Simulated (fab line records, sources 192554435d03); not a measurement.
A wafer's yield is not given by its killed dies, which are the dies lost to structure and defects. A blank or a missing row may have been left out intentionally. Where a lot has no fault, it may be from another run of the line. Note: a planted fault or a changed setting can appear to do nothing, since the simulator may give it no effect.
Lot-split experiment :: flow n5-finfet :: route with 1938 steps; 7 lots, 21 wafers read

ABOUT THE SPLIT
At N5_MIM_BOT_ETCH_ETCH_04 (etches SiNx in CF4/O2, target depth 26 nm, time 13 s), the setting time-s was moved away from the recipe's 13 s on 5 of the 21 wafers read, by -21.5% to +7.8%. The other wafers ran this setting at the recipe's value.

The reading comes from the split's own step.

THE READING
etch.depth-nm (the simulator's own value, which no gauge read), in nm, at N5_MIM_BOT_ETCH_ETCH_04 (etches SiNx in CF4/O2, target depth 26 nm, time 13 s). The file does not state a usual value for it. The 16 wafers here that ran the recipe average 25.84 nm, standard deviation 0.59 nm.

wafer: L078.1
tool, chamber at the split: rie-diel-04, 3
time-s as run, s: 13
against the recipe: recipe
etch.depth-nm, nm: 26.08
against lot-mates on the recipe: -

wafer: L078.5
tool, chamber at the split: rie-diel-04, 3
time-s as run, s: 13
against the recipe: recipe
etch.depth-nm, nm: 26.14
against lot-mates on the recipe: -

wafer: L078.6
tool, chamber at the split: rie-diel-04, 1
time-s as run, s: 13
against the recipe: recipe
etch.depth-nm, nm: 25.85
against lot-mates on the recipe: -

wafer: L077.2
tool, chamber at the split: rie-diel-04, 0
time-s as run, s: 12.13
against the recipe: -6.7%
etch.depth-nm, nm: 24.21
against lot-mates on the recipe: -1.44

wafer: L077.6
tool, chamber at the split: rie-diel-04, 0
time-s as run, s: 12.13
against the recipe: -6.7%
etch.depth-nm, nm: 24.21
against lot-mates on the recipe: -1.44

wafer: L077.4
tool, chamber at the split: rie-diel-04, 1
time-s as run, s: 13
against the recipe: recipe
etch.depth-nm, nm: 25.65
against lot-mates on the recipe: -

wafer: L079.4
tool, chamber at the split: rie-diel-04, 0
time-s as run, s: 13
against the recipe: recipe
etch.depth-nm, nm: 26.4
against lot-mates on the recipe: -

wafer: L079.5
tool, chamber at the split: rie-diel-04, 3
time-s as run, s: 13
against the recipe: recipe
etch.depth-nm, nm: 26.26
against lot-mates on the recipe: -

wafer: L079.6
tool, chamber at the split: rie-diel-04, 2
time-s as run, s: 13
against the recipe: recipe
etch.depth-nm, nm: 26.54
against lot-mates on the recipe: -

wafer: L082.1
tool, chamber at the split: rie-diel-03, 3
time-s as run, s: 13
against the recipe: recipe
etch.depth-nm, nm: 25.25
against lot-mates on the recipe: -

wafer: L082.4
tool, chamber at the split: rie-diel-03, 2
time-s as run, s: 13
against the recipe: recipe
etch.depth-nm, nm: 26.62
against lot-mates on the recipe: -

wafer: L082.6
tool, chamber at the split: rie-diel-03, 1
time-s as run, s: 13
against the recipe: recipe
etch.depth-nm, nm: 25.95
against lot-mates on the recipe: -

wafer: L084.3
tool, chamber at the split: rie-diel-03, 1
time-s as run, s: 14.01
against the recipe: +7.8%
etch.depth-nm, nm: 27.77
against lot-mates on the recipe: +2.61

wafer: L084.4
tool, chamber at the split: rie-diel-03, 3
time-s as run, s: 13
against the recipe: recipe
etch.depth-nm, nm: 25.12
against lot-mates on the recipe: -

wafer: L084.5
tool, chamber at the split: rie-diel-03, 0
time-s as run, s: 13
against the recipe: recipe
etch.depth-nm, nm: 25.21
against lot-mates on the recipe: -

wafer: L086.2
tool, chamber at the split: rie-diel-02, 3
time-s as run, s: 13
against the recipe: recipe
etch.depth-nm, nm: 25.19
against lot-mates on the recipe: -

wafer: L086.3
tool, chamber at the split: rie-diel-02, 2
time-s as run, s: 13
against the recipe: recipe
etch.depth-nm, nm: 24.67
against lot-mates on the recipe: -

wafer: L086.4
tool, chamber at the split: rie-diel-02, 0
time-s as run, s: 13
against the recipe: recipe
etch.depth-nm, nm: 25.82
against lot-mates on the recipe: -

wafer: L089.1
tool, chamber at the split: rie-diel-02, 1
time-s as run, s: 13
against the recipe: recipe
etch.depth-nm, nm: 26.74
against lot-mates on the recipe: -

wafer: L089.3
tool, chamber at the split: rie-diel-02, 3
time-s as run, s: 10.2
against the recipe: -21.5%
etch.depth-nm, nm: 19.68
against lot-mates on the recipe: -7.06

wafer: L089.5
tool, chamber at the split: rie-diel-02, 1
time-s as run, s: 10.2
against the recipe: -21.5%
etch.depth-nm, nm: 20.74
against lot-mates on the recipe: -6.00

THE FIT
A straight line over all 21 wafers: etch.depth-nm changes by +0.259 nm for each +1% of time-s; r = +0.96; the points scatter about the line by 0.57 nm.
The same after taking each lot's own level away (the mean of its wafers on the recipe; 21 wafers): +0.3 nm for each +1%; r = +0.98; scatter 0.39 nm.
Per that fit: largest time-s move, reading shift of 6.5 nm.
From 25.165 to 26.740 nm: that is the span of the lots' own levels, equal to 2.7 times the standard deviation above.
Hence the slope depends on the lot-to-lot level, as the two fits are not the same.
Check: -5.92 nm against its lot-mates is what the line predicts for one of the wafers moved furthest among these (-21.5%) when that wafer is left out of the fit. It came out at -7.06 nm against them.

ADDITIONAL SPLITS CARRIED BY THESE WAFERS
Other splits were also applied to these wafers ahead of the reading. Each is held against what the fit with the lots' levels taken away leaves over:
other split on the same wafers: N5_BEOL_M12_DEP_53 time-s
wafers away from the commonest value: 7
r with etch.depth-nm (lot level and that fit taken away): -0.21

other split on the same wafers: N5_BEOL_M13_TRENCH_ETCH_34 time-s
wafers away from the commonest value: 9
r with etch.depth-nm (lot level and that fit taken away): +0.02

other split on the same wafers: N5_BEOL_M14_DEP_53 time-s
wafers away from the commonest value: 5
r with etch.depth-nm (lot level and that fit taken away): -0.14

other split on the same wafers: N5_BEOL_M15_COAT_04 spin-rpm
wafers away from the commonest value: 6
r with etch.depth-nm (lot level and that fit taken away): -0.16

other split on the same wafers: N5_MIM_BOT_LITHO_EXPOSE_05 dose-mj
wafers away from the commonest value: 7
r with etch.depth-nm (lot level and that fit taken away): +0.58

FILE'S OWN FIT
etch.depth-nm changes by +0.299 nm for each +1% of time-s, r = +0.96.
